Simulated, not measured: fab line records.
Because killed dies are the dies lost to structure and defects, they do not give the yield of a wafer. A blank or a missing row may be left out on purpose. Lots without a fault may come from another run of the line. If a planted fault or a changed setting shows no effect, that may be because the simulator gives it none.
Comparing a struck lot with a sound one | flow n5-finfet | 32 steps out of a route of 1938
Sound: the wafers L784.1, L784.3, L784.5. Struck: wafer L795.5 (left out: L795.1, a lot-mate that was not struck); the cause follows at the end.
Each step with rows lists, per side, the tool, then ch with its chambers, then its first start. Under that, the readings that differ: sound wafers | struck wafers | difference of the means | sigmas: that difference in standard deviations of wafers without a fault.
alike: same words and numbers on both sides, and readings whose means sit less than 2 such deviations apart. not compared: any withheld reading, any reading some wafer has no value for, any bound like >300 that may hide the same value, and any number with overlapping values for which the record gives no deviation.
A row with sigmas, a row that says differs or no value, or rows on one side alone: a step with any of these is where the two part. Numbers that don't overlap but have no deviation are shown without sigmas and don't part them. Lack of a reading on every wafer of one side parts them only where that side has two or more wafers.

N5_FIN_CUT_STRIP_22: strips in N2/H2.
  sound on rie-diel-01 ch 1,2, day 4 10:53; struck on rie-diel-02 ch 1, day 7 04:30
  alike: drypump-motor-current-A, oes-product-au, rf-vpp-V, showerhead-plenum-p-Torr, temp-c, throttle-valve-pct
  not compared: rf-hours-counter-h
then, 3 steps without rows for these wafers: N5_FIN_CUT_PRECLEAN_36 (cleans in O3/DIW, time 60 s); N5_FIN_CUT_SRD_32 (time 30 s); N5_FIN_CUT_UV_OZONE_34 (time 120 s).
N5_FIN_CUT_INSPECT_17: inspects for defects (brightfield).
  sound on defect-inspect-02 at day 4 11:02; struck on defect-inspect-02 at day 7 04:40
  alike: raw-defect-count
then, 1 step without rows for these wafers: N5_STI_FIN_REVEAL_ALD_00 (deposits SiO2, target thk 1 nm, pulse time 1 s).
N5_STI_FIN_REVEAL_ALD_14: deposits Si3N4, target thk 3 nm.
  sound on ald-sin-01 ch 1,2,3, day 4 11:36; struck on ald-sin-03 ch 1, day 7 04:45
  alike: heater-power-w
then, 2 steps without rows for these wafers: N5_STI_FIN_REVEAL_FCVD_FILL_01 (material SiO2 flowable, target thk 312 nm, time 512.2 s); N5_STI_FIN_REVEAL_DENSIFY_02 (time 1800 s).
N5_STI_FIN_REVEAL_CMP_04: polishes, stops on Si3N4, t overpolish 4 s, target thk 131.83 nm.
  sound on cmp-02 ch 2,3, day 4 16:41; struck on cmp-02 ch 0, day 7 09:54
  alike: motor-current-A, overpolish-run-s, slurry-flow-ml-min, time-to-endpoint-s
N5_STI_FIN_REVEAL_THK_MEAS_05:
  sound on film-metro-01 at day 4 16:56; struck on film-metro-02 at day 7 10:05
  alike: thk-nm
N5_STI_FIN_REVEAL_DENSIFY_30:
  sound on rtp-anneal-01 ch 0, day 4 17:08; struck on rtp-anneal-02 ch 0, day 7 10:09
  alike: lamp-power-pct, lamp_zone_5_pct
  not compared: wafer_temp_C_max
N5_STI_FIN_REVEAL_ETCHBACK_08: etches SiO2 in C4F6/O2, target depth 30.5 nm, time 10.167 s.
  sound on rie-diel-05 ch 1,2,3, day 4 17:22; struck on rie-diel-03 ch 1, day 7 10:22
  alike: drypump-motor-current-A, oes-product-au, rf-vpp-V, showerhead-plenum-p-Torr, throttle-valve-pct
  not compared: rf-fwd-power-W, rf-hours-counter-h
then, 9 steps without rows for these wafers: N5_STI_FIN_REVEAL_STRIP_24 (strips in N2/H2, time 90 s); N5_STI_FIN_REVEAL_PRECLEAN_25 (cleans in SPM, time 90 s); N5_STI_FIN_REVEAL_PRECLEAN_26 (cleans in SC1, time 45 s); N5_STI_FIN_REVEAL_PRECLEAN_29 (cleans in DHF, time 30 s); N5_STI_FIN_REVEAL_SRD_12 (time 30 s); N5_STI_FIN_REVEAL_RECESS_09 (chemistry HF/NH3, target SiO2, afs cycles 11, target depth 42.5 nm, sublimation time 60 s); N5_STI_FIN_REVEAL_STRIP_16 (strips SiNx in H3PO4, target depth 23.8 nm); N5_STI_FIN_REVEAL_PRECLEAN_17 (cleans in NF3:NH3, afs cycles 1, time 20 s, sublimation time 60 s); N5_STI_FIN_REVEAL_ETCH_34 (etches Si in H2, material Si, target depth 0.97 nm).
N5_STI_FIN_REVEAL_OXIDATION_31: chemistry O2 PLASMA REMOTE, time 20 s.
  sound on plasma-asher-01 ch 0,1, day 4 19:46; struck on plasma-asher-01 ch 1, day 7 12:47
  alike: drypump-motor-current-A, heater-power-w, rf-fwd-power-W, temp-c
  not compared: rf-hours-counter-h
then, 6 steps without rows for these wafers: N5_STI_FIN_REVEAL_PRECLEAN_32 (cleans in NF3:NH3, afs cycles 1, time 20 s, sublimation time 60 s); N5_STI_FIN_REVEAL_STRIP_35 (strips Si3N4 in H3PO4, target depth 4 nm, time 39 s); N5_STI_FIN_REVEAL_SRD_21 (time 30 s); N5_STI_FIN_REVEAL_OXIDATION_33 (chemistry O2 PLASMA REMOTE, time 20 s); N5_STI_FIN_REVEAL_CLEAN_19 (cleans in O3/DIW, time 120 s); N5_STI_FIN_REVEAL_SRD_23 (time 30 s).
N5_STI_FIN_REVEAL_CD_MEAS_22: target cd 6.238 nm, pitch 28 nm.
  sound on cd-sem-02 at day 4 20:23; struck on cd-sem-02 at day 7 13:17
  alike: cd-nm
N5_STI_FIN_REVEAL_FIN_H_MEAS_10:
  sound on ocd-02 at day 4 20:25; struck on ocd-01 at day 7 13:19
  reading              | sound          | struck | difference | sigmas
  trench-depth-nm (nm) | 51.5 50.9 51.9 | 46.7   | -4.7       | -7
then, 1 step without rows for these wafers: N5_STI_FIN_REVEAL_PRECLEAN_18 (cleans in SC2, time 45 s).

WHERE THEY PART
At N5_STI_FIN_REVEAL_FIN_H_MEAS_10 and nowhere else, as far as this record goes.

WHY: whatever the simulator had introduced
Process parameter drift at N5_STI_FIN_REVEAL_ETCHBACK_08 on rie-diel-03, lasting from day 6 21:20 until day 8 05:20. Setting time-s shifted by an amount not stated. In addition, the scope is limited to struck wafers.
